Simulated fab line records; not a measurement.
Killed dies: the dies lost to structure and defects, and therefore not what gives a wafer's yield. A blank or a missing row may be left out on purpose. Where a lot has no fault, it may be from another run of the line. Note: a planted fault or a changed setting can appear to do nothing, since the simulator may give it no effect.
Matching of chambers :: flow nand harc :: NHARC_A_CONTACT_ETCH_106 on rie diel-05: 4 sister chambers
The step etches the open film in CF4/O2, target depth 60 nm, overetch 6 nm, time 33 s. 4 wafers are shown with their chamber, then 12 later ones without.

WAFERS WITH THEIR CHAMBER
wafer: L084.6
chamber: 3
showerhead plenum p Torr (Torr): 1.37

wafer: L083.2
chamber: 2
showerhead plenum p Torr (Torr): 1.30

wafer: L088.1
chamber: 1
showerhead plenum p Torr (Torr): 1.30

wafer: L088.5
chamber: 0
showerhead plenum p Torr (Torr): 1.34

WAFERS WHOSE CHAMBER IS MISSING
wafer: L086.1
showerhead plenum p Torr (Torr): 1.30

wafer: L086.2
showerhead plenum p Torr (Torr): 1.34

wafer: L086.6
showerhead plenum p Torr (Torr): 1.34

wafer: L092.1
showerhead plenum p Torr (Torr): 1.29

wafer: L092.2
showerhead plenum p Torr (Torr): 1.30

wafer: L092.6
showerhead plenum p Torr (Torr): 1.36

wafer: L095.3
showerhead plenum p Torr (Torr): 1.29

wafer: L095.4
showerhead plenum p Torr (Torr): 1.34

wafer: L095.5
showerhead plenum p Torr (Torr): 1.30

wafer: L093.1
showerhead plenum p Torr (Torr): 1.34

wafer: L093.3
showerhead plenum p Torr (Torr): 1.30

wafer: L093.6
showerhead plenum p Torr (Torr): 1.34

EACH ONE'S CHAMBER
wafer: L086.1
from the rows above: can't be placed: 1 or 2
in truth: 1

wafer: L086.2
from the rows above: 0
in truth: 0

wafer: L086.6
from the rows above: 0
in truth: 0

wafer: L092.1
from the rows above: can't be placed: 1 or 2
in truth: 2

wafer: L092.2
from the rows above: can't be placed: 1 or 2
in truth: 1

wafer: L092.6
from the rows above: 3
in truth: 3

wafer: L095.3
from the rows above: can't be placed: 1 or 2
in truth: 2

wafer: L095.4
from the rows above: 0
in truth: 0

wafer: L095.5
from the rows above: can't be placed: 1 or 2
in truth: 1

wafer: L093.1
from the rows above: 0
in truth: 0

wafer: L093.3
from the rows above: can't be placed: 1 or 2
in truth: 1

wafer: L093.6
from the rows above: 0
in truth: 0
Placed correctly: 6 of 12. Cannot be placed on the basis of these rows: 6; the candidates contain the true chamber in 6. Placed wrongly: 0.
How it was worked out, from the rows above alone: a wafer's distance from a chamber is the root of the sum, over the readings, of the square of ((its reading less the chamber's mean) divided by the reading's scatter). The wafer belongs to the nearest chamber; if the next one is less than 2 further off, it can't be placed. A chamber's mean is the mean of its shown wafers. The scatter: root of mean squared gap, hidden wafer to nearest shown wafer, with one shown wafer a chamber.
